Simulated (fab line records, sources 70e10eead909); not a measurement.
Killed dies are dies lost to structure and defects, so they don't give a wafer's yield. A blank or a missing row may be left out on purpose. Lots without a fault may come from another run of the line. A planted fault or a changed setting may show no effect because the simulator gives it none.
Tool commonality check | flow nand_harc | 2 lots, 6 wafers sampled

WHY IT WAS OPENED
At NHARC_END_SORT_01 the reading killed_at_periphery is flagged on 2 of 2 lots. Wafers without a fault read 4, standard deviation 3.1.
Rule: a lot is flagged when every wafer of it that has a number lies more than 4 standard deviations from that mean, or none has a number. The other lots count as sound.

lot  | measured     | on        | killed_at_periphery, wafer by wafer | flag
L939 | day 30 04:23 | prober-01 | 617 612 622                         | FLAGGED
L937 | day 30 16:30 | prober-01 | 605 596 593                         | FLAGGED
The numbers of the flagged lots are 608 on average: +604 against the usual, or +99 or more standard deviations.

WHICH TOOL RAN EACH LOT
The record holds 2 process steps before the reading, out of a route of 1302 steps. In each cell: the tool, then ch and the chambers that the sampled wafers went through, then the start.
lot  | flag    | NHARC_P_M1_ETCH_35                 | NHARC_P_M1_ETCH_15
L939 | FLAGGED | rie_diel-04 ch 2,3, day 12 09:42   | rie_diel-04 ch 0,2, day 12 09:48
L937 | FLAGGED | rie_diel-04 ch 0,1,3, day 12 09:08 | rie_diel-04 ch 1,2,3, day 12 09:13
What these steps do:
- NHARC_P_M1_ETCH_35: etches the open film in N2/H2, target depth 40 nm, overetch 12 nm, time 43.94 s.
- NHARC_P_M1_ETCH_15: etches the open film in C4F8/Ar, target depth 182.5 nm, time 91.2 s.
- NHARC_END_SORT_01

FLAGGED OVER TOTAL, TOOL BY TOOL (the gauges that took the reading come last)
step               | tool        | lots run | flagged | share of the flagged lots | sound lots run after its first flagged lot
NHARC_P_M1_ETCH_35 | rie_diel-04 | 2        | 2       | all                       | 0
NHARC_P_M1_ETCH_15 | rie_diel-04 | 2        | 2       | all                       | 0
NHARC_END_SORT_01  | prober-01   | 2        | 2       | all                       | 0

WHAT THE TABLE ALLOWS
3 rows of the table ran every flagged lot: rie_diel-04 at NHARC_P_M1_ETCH_35, rie_diel-04 at NHARC_P_M1_ETCH_15, prober-01 at NHARC_END_SORT_01.
- rie_diel-04 at NHARC_P_M1_ETCH_35: 2 of its 2 lots flagged. It ran no sound lot before its first flagged lot in this sample, so the start can't be narrowed down.
- rie_diel-04 at NHARC_P_M1_ETCH_15: 2 of its 2 lots flagged. It ran no sound lot before its first flagged lot in this sample, so the start can't be narrowed down.
- prober-01 at NHARC_END_SORT_01: 2 of its 2 lots flagged. It ran no sound lot before its first flagged lot in this sample, so the start can't be narrowed down.
Counting lots can't tell these 2 tools apart, because each fits a fault that began at some hour. More lots, or a look at what each step does to the wafer, might.

WHAT THE SIMULATOR HAD PUT IN
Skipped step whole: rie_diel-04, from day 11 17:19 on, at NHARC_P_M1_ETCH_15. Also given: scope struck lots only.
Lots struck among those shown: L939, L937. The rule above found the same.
